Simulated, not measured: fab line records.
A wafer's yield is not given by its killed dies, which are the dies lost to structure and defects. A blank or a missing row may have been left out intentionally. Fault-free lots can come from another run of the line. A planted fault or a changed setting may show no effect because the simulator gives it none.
Which tool is to blame? :: flow n5Finfet :: 72 wafers from 24 lots sampled at 6 of the route's 1938 steps

== WHAT THE GAUGES SHOWED, per wafer ==
N5_BEOL_M11_CD_MEAS_11 targets a cd of 64.1 nm.
lot: L074
measured: day 10 05:29
on: cdSem-02
cdNm (nm): 64.4 63.5 64.1

lot: L075
measured: day 11 00:47
on: cdSem-03
cdNm (nm): 64.3 63.7 63.6

lot: L076
measured: day 11 01:00
on: cdSem-01
cdNm (nm): 64.1 64.2 64.4

lot: L079
measured: day 11 13:36
on: cdSem-03
cdNm (nm): 64.2 64.4 64.2

lot: L077
measured: day 11 17:10
on: cdSem-03
cdNm (nm): 64.0 64.2 64.0

lot: L078
measured: day 11 19:39
on: cdSem-02
cdNm (nm): 63.7 64.2 63.3

lot: L080
measured: day 12 00:54
on: cdSem-02
cdNm (nm): 63.6 63.7 63.9

lot: L081
measured: day 12 10:23
on: cdSem-02
cdNm (nm): 64.1 63.9 63.9

lot: L082
measured: day 12 18:52
on: cdSem-01
cdNm (nm): 63.5 64.4 64.2

lot: L083
measured: day 13 02:34
on: cdSem-02
cdNm (nm): 64.2 64.0 63.8

lot: L084
measured: day 13 13:11
on: cdSem-03
cdNm (nm): 63.5 63.6 62.9

lot: L086
measured: day 13 15:41
on: cdSem-03
cdNm (nm): 64.4 64.8 64.9

lot: L085
measured: day 13 21:59
on: cdSem-03
cdNm (nm): 63.4 64.2 63.9

lot: L088
measured: day 13 22:16
on: cdSem-01
cdNm (nm): 65.2 64.6 63.9

lot: L087
measured: day 13 22:44
on: cdSem-03
cdNm (nm): 63.8 64.1 64.4

lot: L090
measured: day 14 16:59
on: cdSem-01
cdNm (nm): 63.8 64.3 63.5

lot: L089
measured: day 14 17:59
on: cdSem-03
cdNm (nm): 63.6 64.1 63.7

lot: L091
measured: day 15 00:59
on: cdSem-02
cdNm (nm): 64.2 64.0 63.3

lot: L092
measured: day 15 01:24
on: cdSem-02
cdNm (nm): 64.4 65.0 64.5

lot: L093
measured: day 15 08:38
on: cdSem-01
cdNm (nm): 63.0 62.8 63.4

lot: L094
measured: day 15 11:49
on: cdSem-02
cdNm (nm): 64.2 64.1 63.9

lot: L096
measured: day 16 03:37
on: cdSem-02
cdNm (nm): 63.7 63.9 63.9

lot: L095
measured: day 16 03:46
on: cdSem-03
cdNm (nm): 64.9 64.3 64.4

lot: L097
measured: day 16 11:28
on: cdSem-02
cdNm (nm): 64.1 63.8 63.8

N5_BEOL_M11_CD_MEAS_18: pitch 140 nm, target cd 70 nm.
lot: L074
measured: day 10 07:29
on: cdSem-02
cdNm (nm): 70.6 69.9 70.4

lot: L075
measured: day 11 01:27
on: cdSem-03
cdNm (nm): 69.7 69.7 70.2

lot: L076
measured: day 11 01:55
on: cdSem-01
cdNm (nm): 70.8 70.5 70.2

lot: L079
measured: day 11 14:08
on: cdSem-02
cdNm (nm): 69.6 70.1 69.8

lot: L077
measured: day 11 17:45
on: cdSem-02
cdNm (nm): 69.6 70.6 70.1

lot: L078
measured: day 11 20:11
on: cdSem-03
cdNm (nm): 69.2 69.7 69.5

lot: L080
measured: day 12 01:26
on: cdSem-03
cdNm (nm): 70.0 69.4 69.6

lot: L081
measured: day 12 11:04
on: cdSem-02
cdNm (nm): 70.4 70.3 70.6

lot: L082
measured: day 12 19:25
on: cdSem-02
cdNm (nm): 70.1 70.2 70.1

lot: L083
measured: day 13 03:14
on: cdSem-02
cdNm (nm): 70.2 70.4 70.3

lot: L084
measured: day 13 13:44
on: cdSem-03
cdNm (nm): 69.3 69.6 68.5

lot: L086
measured: day 13 16:19
on: cdSem-02
cdNm (nm): 70.4 70.5 70.9

lot: L085
measured: day 13 22:39
on: cdSem-03
cdNm (nm): 69.4 70.0 70.1

lot: L088
measured: day 13 22:59
on: cdSem-02
cdNm (nm): 70.9 70.4 69.6

lot: L087
measured: day 13 23:27
on: cdSem-01
cdNm (nm): 70.1 69.7 70.4

lot: L090
measured: day 14 17:35
on: cdSem-01
cdNm (nm): 69.9 70.4 69.2

lot: L089
measured: day 14 18:37
on: cdSem-02
cdNm (nm): 70.4 69.8 70.0

lot: L091
measured: day 15 01:39
on: cdSem-02
cdNm (nm): 70.5 69.9 68.7

lot: L092
measured: day 15 02:02
on: cdSem-01
cdNm (nm): 70.5 70.5 69.2

lot: L093
measured: day 15 09:10
on: cdSem-02
cdNm (nm): 68.8 69.1 69.8

lot: L094
measured: day 15 12:34
on: cdSem-02
cdNm (nm): 69.8 69.8 70.1

lot: L096
measured: day 16 04:22
on: cdSem-02
cdNm (nm): 69.8 69.2 69.7

lot: L095
measured: day 16 04:49
on: cdSem-01
cdNm (nm): 71.1 69.7 69.7

lot: L097
measured: day 16 12:35
on: cdSem-01
cdNm (nm): 70.5 69.6 69.7

N5_BEOL_M13_OVL_MEAS_11.
lot: L074
measured: day 10 16:37
on: overlay-01
V12_OVL (nm): 4 5 0

lot: L075
measured: day 11 14:14
on: overlay-01
V12_OVL (nm): -11 -9 -10

lot: L076
measured: day 11 15:06
on: overlay-01
V12_OVL (nm): -12 -17 -15

lot: L079
measured: day 11 23:50
on: overlay-02
V12_OVL (nm): -14 -4 -6

lot: L077
measured: day 12 04:53
on: overlay-01
V12_OVL (nm): -4 -4 -7

lot: L078
measured: day 12 07:44
on: overlay-01
V12_OVL (nm): -6 -11 -6

lot: L080
measured: day 12 12:31
on: overlay-01
V12_OVL (nm): -7 4 7

lot: L081
measured: day 13 00:58
on: overlay-02
V12_OVL (nm): -5 -4 -4

lot: L082
measured: day 13 07:00
on: overlay-02
V12_OVL (nm): -3 -2 -6

lot: L083
measured: day 13 13:47
on: overlay-02
V12_OVL (nm): 5 -5 6

lot: L084
measured: day 14 00:07
on: overlay-02
V12_OVL (nm): -5 -4 -9

lot: L086
measured: day 14 01:32
on: overlay-02
V12_OVL (nm): -6 -2 -11

lot: L085
measured: day 14 11:32
on: overlay-01
V12_OVL (nm): -3 -8 -9

lot: L088
measured: day 14 12:49
on: overlay-02
V12_OVL (nm): -13 -11 -15

lot: L087
measured: day 14 14:30
on: overlay-01
V12_OVL (nm): -2 0 0

lot: L090
measured: day 15 04:19
on: overlay-01
V12_OVL (nm): -5 -8 -8

lot: L089
measured: day 15 05:51
on: overlay-02
V12_OVL (nm): -3 -13 -4

lot: L091
measured: day 15 13:32
on: overlay-02
V12_OVL (nm): -4 -4 -1

lot: L092
measured: day 15 13:45
on: overlay-01
V12_OVL (nm): -12 -2 -6

lot: L093
measured: day 16 01:28
on: overlay-02
V12_OVL (nm): -1 -1 -1

lot: L094
measured: day 16 02:41
on: overlay-01
V12_OVL (nm): 10 5 -1

lot: L096
measured: day 16 22:14
on: overlay-01
V12_OVL (nm): -7 -3 -8

lot: L095
measured: day 16 22:30
on: overlay-01
V12_OVL (nm): 1 -3 3

lot: L097
measured: day 17 04:18
on: overlay-02
V12_OVL (nm): -1 -7 -1

== WHAT TOOL EACH LOT RAN ON (gives the tool, then ch and the chambers of the sampled wafers, and finally the start) ==
lot: L074
N5_BEOL_M10_DEGAS_44: pvdSputter-01, day 10 02:33
N5_BEOL_M11_ILD_DEP_00: pecvd-02 ch 0,2, day 10 04:14
N5_BEOL_M12_DEGAS_41: pvdSputter-01, day 10 14:40

lot: L075
N5_BEOL_M10_DEGAS_44: pvdSputter-02, day 10 21:40
N5_BEOL_M11_ILD_DEP_00: pecvd-02 ch 0,1,2, day 10 23:15
N5_BEOL_M12_DEGAS_41: pvdSputter-01, day 11 12:23

lot: L076
N5_BEOL_M10_DEGAS_44: pvdSputter-03, day 10 21:47
N5_BEOL_M11_ILD_DEP_00: pecvd-02 ch 1,2, day 10 23:56
N5_BEOL_M12_DEGAS_41: pvdSputter-01, day 11 13:13

lot: L079
N5_BEOL_M10_DEGAS_44: pvdSputter-02, day 11 08:07
N5_BEOL_M11_ILD_DEP_00: pecvd-02 ch 0,1, day 11 11:37
N5_BEOL_M12_DEGAS_41: pvdSputter-03, day 11 22:04

lot: L077
N5_BEOL_M10_DEGAS_44: pvdSputter-01, day 11 12:52
N5_BEOL_M11_ILD_DEP_00: pecvd-03 ch 2, day 11 15:22
N5_BEOL_M12_DEGAS_41: pvdSputter-02, day 12 01:37

lot: L078
N5_BEOL_M10_DEGAS_44: pvdSputter-01, day 11 15:22
N5_BEOL_M11_ILD_DEP_00: pecvd-03 ch 0,1, day 11 17:42
N5_BEOL_M12_DEGAS_41: pvdSputter-02, day 12 05:46

lot: L080
N5_BEOL_M10_DEGAS_44: pvdSputter-02, day 11 18:49
N5_BEOL_M11_ILD_DEP_00: pecvd-02 ch 1,2, day 11 21:50
N5_BEOL_M12_DEGAS_41: pvdSputter-03, day 12 10:35

lot: L081
N5_BEOL_M10_DEGAS_44: pvdSputter-02, day 12 05:13
N5_BEOL_M11_ILD_DEP_00: pecvd-01 ch 0,1,2, day 12 07:40
N5_BEOL_M12_DEGAS_41: pvdSputter-03, day 12 23:09

lot: L082
N5_BEOL_M10_DEGAS_44: pvdSputter-01, day 12 15:14
N5_BEOL_M11_ILD_DEP_00: pecvd-02 ch 0,1, day 12 17:17
N5_BEOL_M12_DEGAS_41: pvdSputter-01, day 13 05:07

lot: L083
N5_BEOL_M10_DEGAS_44: pvdSputter-01, day 12 22:33
N5_BEOL_M11_ILD_DEP_00: pecvd-02 ch 0,1,2, day 13 00:17
N5_BEOL_M12_DEGAS_41: pvdSputter-01, day 13 12:01

lot: L084
N5_BEOL_M10_DEGAS_44: pvdSputter-03, day 13 09:15
N5_BEOL_M11_ILD_DEP_00: pecvd-02 ch 0,1,2, day 13 11:30
N5_BEOL_M12_DEGAS_41: pvdSputter-01, day 13 22:20

lot: L086
N5_BEOL_M10_DEGAS_44: pvdSputter-03, day 13 11:09
N5_BEOL_M11_ILD_DEP_00: pecvd-01 ch 0,1,2, day 13 13:10
N5_BEOL_M12_DEGAS_41: pvdSputter-02, day 13 23:45

lot: L085
N5_BEOL_M10_DEGAS_44: pvdSputter-01, day 13 16:13
N5_BEOL_M11_ILD_DEP_00: pecvd-01 ch 0,1, day 13 18:40
N5_BEOL_M12_DEGAS_41: pvdSputter-03, day 14 08:26

lot: L088
N5_BEOL_M10_DEGAS_44: pvdSputter-01, day 13 18:28
N5_BEOL_M11_ILD_DEP_00: pecvd-03 ch 1,2, day 13 20:10
N5_BEOL_M12_DEGAS_41: pvdSputter-01, day 14 11:03

lot: L087
N5_BEOL_M10_DEGAS_44: pvdSputter-01, day 13 18:46
N5_BEOL_M11_ILD_DEP_00: pecvd-01 ch 1,2, day 13 20:33
N5_BEOL_M12_DEGAS_41: pvdSputter-02, day 14 12:44

lot: L090
N5_BEOL_M10_DEGAS_44: pvdSputter-03, day 14 12:44
N5_BEOL_M11_ILD_DEP_00: pecvd-02 ch 1,2, day 14 14:34
N5_BEOL_M12_DEGAS_41: pvdSputter-01, day 15 02:21

lot: L089
N5_BEOL_M10_DEGAS_44: pvdSputter-02, day 14 14:08
N5_BEOL_M11_ILD_DEP_00: pecvd-03 ch 0,1,2, day 14 16:14
N5_BEOL_M12_DEGAS_41: pvdSputter-03, day 15 03:58

lot: L091
N5_BEOL_M10_DEGAS_44: pvdSputter-03, day 14 19:52
N5_BEOL_M11_ILD_DEP_00: pecvd-02 ch 1,2, day 14 21:55
N5_BEOL_M12_DEGAS_41: pvdSputter-03, day 15 11:46

lot: L092
N5_BEOL_M10_DEGAS_44: pvdSputter-02, day 14 20:02
N5_BEOL_M11_ILD_DEP_00: pecvd-03 ch 0,2, day 14 22:26
N5_BEOL_M12_DEGAS_41: pvdSputter-01, day 15 11:50

lot: L093
N5_BEOL_M10_DEGAS_44: pvdSputter-02, day 15 04:47
N5_BEOL_M11_ILD_DEP_00: pecvd-01 ch 0,1,2, day 15 06:28
N5_BEOL_M12_DEGAS_41: pvdSputter-01, day 15 22:29

lot: L094
N5_BEOL_M10_DEGAS_44: pvdSputter-03, day 15 07:49
N5_BEOL_M11_ILD_DEP_00: pecvd-03 ch 0,2, day 15 09:35
N5_BEOL_M12_DEGAS_41: pvdSputter-01, day 16 00:03

lot: L096
N5_BEOL_M10_DEGAS_44: pvdSputter-03, day 15 21:13
N5_BEOL_M11_ILD_DEP_00: pecvd-02 ch 0,1,2, day 16 00:43
N5_BEOL_M12_DEGAS_41: pvdSputter-03, day 16 20:21

lot: L095
N5_BEOL_M10_DEGAS_44: pvdSputter-03, day 15 21:28
N5_BEOL_M11_ILD_DEP_00: pecvd-02 ch 0,1,2, day 16 01:23
N5_BEOL_M12_DEGAS_41: pvdSputter-02, day 16 20:44

lot: L097
N5_BEOL_M10_DEGAS_44: pvdSputter-01, day 16 07:28
N5_BEOL_M11_ILD_DEP_00: pecvd-02 ch 0,1, day 16 09:26
N5_BEOL_M12_DEGAS_41: pvdSputter-01, day 17 01:44
- N5_BEOL_M10_DEGAS_44: time 60 s.
- N5_BEOL_M11_ILD_DEP_00: deposits SiCOH lowk from DEMS/porogen, target thk 308.51 nm, time 58 s.
- N5_BEOL_M12_DEGAS_41: time 60 s.

== WHAT THE TOOLS THEMSELVES READ (means of the sampled wafers that have a number; where no wafer has one, the mark that the record gives instead) ==
N5_BEOL_M10_DEGAS_44.
lot: L074
tool: pvdSputter-01
heaterPowerW (W): 314

lot: L075
tool: pvdSputter-02
heaterPowerW (W): 350

lot: L076
tool: pvdSputter-03
heaterPowerW (W): 299

lot: L079
tool: pvdSputter-02
heaterPowerW (W): 319

lot: L077
tool: pvdSputter-01
heaterPowerW (W): 285

lot: L078
tool: pvdSputter-01
heaterPowerW (W): 331

lot: L080
tool: pvdSputter-02
heaterPowerW (W): 315

lot: L081
tool: pvdSputter-02
heaterPowerW (W): 315

lot: L082
tool: pvdSputter-01
heaterPowerW (W): 305

lot: L083
tool: pvdSputter-01
heaterPowerW (W): 329

lot: L084
tool: pvdSputter-03
heaterPowerW (W): 307

lot: L086
tool: pvdSputter-03
heaterPowerW (W): 314

lot: L085
tool: pvdSputter-01
heaterPowerW (W): 306

lot: L088
tool: pvdSputter-01
heaterPowerW (W): 287

lot: L087
tool: pvdSputter-01
heaterPowerW (W): 301

lot: L090
tool: pvdSputter-03
heaterPowerW (W): 310

lot: L089
tool: pvdSputter-02
heaterPowerW (W): 326

lot: L091
tool: pvdSputter-03
heaterPowerW (W): 296

lot: L092
tool: pvdSputter-02
heaterPowerW (W): 332

lot: L093
tool: pvdSputter-02
heaterPowerW (W): 326

lot: L094
tool: pvdSputter-03
heaterPowerW (W): 316

lot: L096
tool: pvdSputter-03
heaterPowerW (W): 300

lot: L095
tool: pvdSputter-03
heaterPowerW (W): 315

lot: L097
tool: pvdSputter-01
heaterPowerW (W): 314

N5_BEOL_M11_ILD_DEP_00.
lot: L074
tool: pecvd-02
chamberPressureTorr (Torr): 4.999
heaterPowerOuterW (W): 132
heaterPowerW (W): 278
showerheadPlenumPTorr (Torr): 5.751
throttleValvePct (%): 13.4

lot: L075
tool: pecvd-02
chamberPressureTorr (Torr): 5.001
heaterPowerOuterW (W): 157
heaterPowerW (W): 325
showerheadPlenumPTorr (Torr): 5.738
throttleValvePct (%): 13.4

lot: L076
tool: pecvd-02
chamberPressureTorr (Torr): 5.000
heaterPowerOuterW (W): 153
heaterPowerW (W): 324
showerheadPlenumPTorr (Torr): 5.726
throttleValvePct (%): 13.6

lot: L079
tool: pecvd-02
chamberPressureTorr (Torr): 4.985
heaterPowerOuterW (W): 150
heaterPowerW (W): 327
showerheadPlenumPTorr (Torr): 5.741
throttleValvePct (%): 13.9

lot: L077
tool: pecvd-03
chamberPressureTorr (Torr): 4.993
heaterPowerOuterW (W): 182
heaterPowerW (W): 378
showerheadPlenumPTorr (Torr): 5.743
throttleValvePct (%): 14.0

lot: L078
tool: pecvd-03
chamberPressureTorr (Torr): 5.003
heaterPowerOuterW (W): 96
heaterPowerW (W): 243
showerheadPlenumPTorr (Torr): 5.734
throttleValvePct (%): 15.0

lot: L080
tool: pecvd-02
chamberPressureTorr (Torr): 4.994
heaterPowerOuterW (W): 125
heaterPowerW (W): 259
showerheadPlenumPTorr (Torr): 5.732
throttleValvePct (%): 13.2

lot: L081
tool: pecvd-01
chamberPressureTorr (Torr): 5.005
heaterPowerOuterW (W): 122
heaterPowerW (W): 273
showerheadPlenumPTorr (Torr): 5.733
throttleValvePct (%): 13.8

lot: L082
tool: pecvd-02
chamberPressureTorr (Torr): 4.994
heaterPowerOuterW (W): 129
heaterPowerW (W): 301
showerheadPlenumPTorr (Torr): 5.735
throttleValvePct (%): 13.9

lot: L083
tool: pecvd-02
chamberPressureTorr (Torr): 5.010
heaterPowerOuterW (W): 152
heaterPowerW (W): 316
showerheadPlenumPTorr (Torr): 5.739
throttleValvePct (%): 13.5

lot: L084
tool: pecvd-02
chamberPressureTorr (Torr): 5.007
heaterPowerOuterW (W): 144
heaterPowerW (W): 308
showerheadPlenumPTorr (Torr): 5.750
throttleValvePct (%): 13.5

lot: L086
tool: pecvd-01
chamberPressureTorr (Torr): 4.998
heaterPowerOuterW (W): 126
heaterPowerW (W): 282
showerheadPlenumPTorr (Torr): 5.751
throttleValvePct (%): 14.0

lot: L085
tool: pecvd-01
chamberPressureTorr (Torr): 5.002
heaterPowerOuterW (W): 136
heaterPowerW (W): 298
showerheadPlenumPTorr (Torr): 5.745
throttleValvePct (%): 14.7

lot: L088
tool: pecvd-03
chamberPressureTorr (Torr): 5.010
heaterPowerOuterW (W): 161
heaterPowerW (W): 338
showerheadPlenumPTorr (Torr): 5.743
throttleValvePct (%): 14.5

lot: L087
tool: pecvd-01
chamberPressureTorr (Torr): 5.002
heaterPowerOuterW (W): 144
heaterPowerW (W): 303
showerheadPlenumPTorr (Torr): 5.744
throttleValvePct (%): 13.2

lot: L090
tool: pecvd-02
chamberPressureTorr (Torr): 4.998
heaterPowerOuterW (W): 160
heaterPowerW (W): 334
showerheadPlenumPTorr (Torr): 5.731
throttleValvePct (%): 13.7

lot: L089
tool: pecvd-03
chamberPressureTorr (Torr): 4.996
heaterPowerOuterW (W): 136
heaterPowerW (W): 299
showerheadPlenumPTorr (Torr): 5.741
throttleValvePct (%): 14.8

lot: L091
tool: pecvd-02
chamberPressureTorr (Torr): 5.000
heaterPowerOuterW (W): 133
heaterPowerW (W): 274
showerheadPlenumPTorr (Torr): 5.749
throttleValvePct (%): 13.1

lot: L092
tool: pecvd-03
chamberPressureTorr (Torr): 4.997
heaterPowerOuterW (W): 139
heaterPowerW (W): 307
showerheadPlenumPTorr (Torr): 5.745
throttleValvePct (%): 14.4

lot: L093
tool: pecvd-01
chamberPressureTorr (Torr): 5.008
heaterPowerOuterW (W): 132
heaterPowerW (W): 290
showerheadPlenumPTorr (Torr): 5.740
throttleValvePct (%): 13.9

lot: L094
tool: pecvd-03
chamberPressureTorr (Torr): 4.994
heaterPowerOuterW (W): 155
heaterPowerW (W): 332
showerheadPlenumPTorr (Torr): 5.737
throttleValvePct (%): 14.3

lot: L096
tool: pecvd-02
chamberPressureTorr (Torr): 4.991
heaterPowerOuterW (W): 151
heaterPowerW (W): 317
showerheadPlenumPTorr (Torr): 5.738
throttleValvePct (%): 13.7

lot: L095
tool: pecvd-02
chamberPressureTorr (Torr): 5.005
heaterPowerOuterW (W): 152
heaterPowerW (W): 316
showerheadPlenumPTorr (Torr): 5.742
throttleValvePct (%): 13.4

lot: L097
tool: pecvd-02
chamberPressureTorr (Torr): 5.008
heaterPowerOuterW (W): 166
heaterPowerW (W): 354
showerheadPlenumPTorr (Torr): 5.734
throttleValvePct (%): 13.9

N5_BEOL_M12_DEGAS_41.
lot: L074
tool: pvdSputter-01
heaterPowerW (W): 325

lot: L075
tool: pvdSputter-01
heaterPowerW (W): 300

lot: L076
tool: pvdSputter-01
heaterPowerW (W): 311

lot: L079
tool: pvdSputter-03
heaterPowerW (W): 301

lot: L077
tool: pvdSputter-02
heaterPowerW (W): 332

lot: L078
tool: pvdSputter-02
heaterPowerW (W): 308

lot: L080
tool: pvdSputter-03
heaterPowerW (W): 284

lot: L081
tool: pvdSputter-03
heaterPowerW (W): 322

lot: L082
tool: pvdSputter-01
heaterPowerW (W): 318

lot: L083
tool: pvdSputter-01
heaterPowerW (W): 312

lot: L084
tool: pvdSputter-01
heaterPowerW (W): 299

lot: L086
tool: pvdSputter-02
heaterPowerW (W): 342

lot: L085
tool: pvdSputter-03
heaterPowerW (W): 314

lot: L088
tool: pvdSputter-01
heaterPowerW (W): 320

lot: L087
tool: pvdSputter-02
heaterPowerW (W): 348

lot: L090
tool: pvdSputter-01
heaterPowerW (W): 308

lot: L089
tool: pvdSputter-03
heaterPowerW (W): 305

lot: L091
tool: pvdSputter-03
heaterPowerW (W): 307

lot: L092
tool: pvdSputter-01
heaterPowerW (W): 307

lot: L093
tool: pvdSputter-01
heaterPowerW (W): 304

lot: L094
tool: pvdSputter-01
heaterPowerW (W): 318

lot: L096
tool: pvdSputter-03
heaterPowerW (W): 297

lot: L095
tool: pvdSputter-02
heaterPowerW (W): 326

lot: L097
tool: pvdSputter-01
heaterPowerW (W): 304

== THE ANSWER, worked out from the rows above alone ==
Rule: usual is defined by the lots themselves. Put in order of their means at a reading, lots are off if they are a third of the lots or fewer, leave a main group of 4 or more, and stand apart from it by a gap of 3 or more times the standard deviation of the main group's means; of several such gaps the widest counts. If all means in a main group match to the digits the tables above print for the reading, that group is not used. A lot without any number at a reading at which 4 lots or more have one is off too. The other lots that the step has rows for count as sound. Order of review: gauges by route order, followed by the tools' own readings, for which a lot's mean as printed above is used. At the first step where some lot is off, the reading lying furthest off is the one used; lots without a number count as furthest.
No lot is off on any of the readings shown, so nothing can be concluded from this.

== WHAT THE SIMULATOR PUT IN ==
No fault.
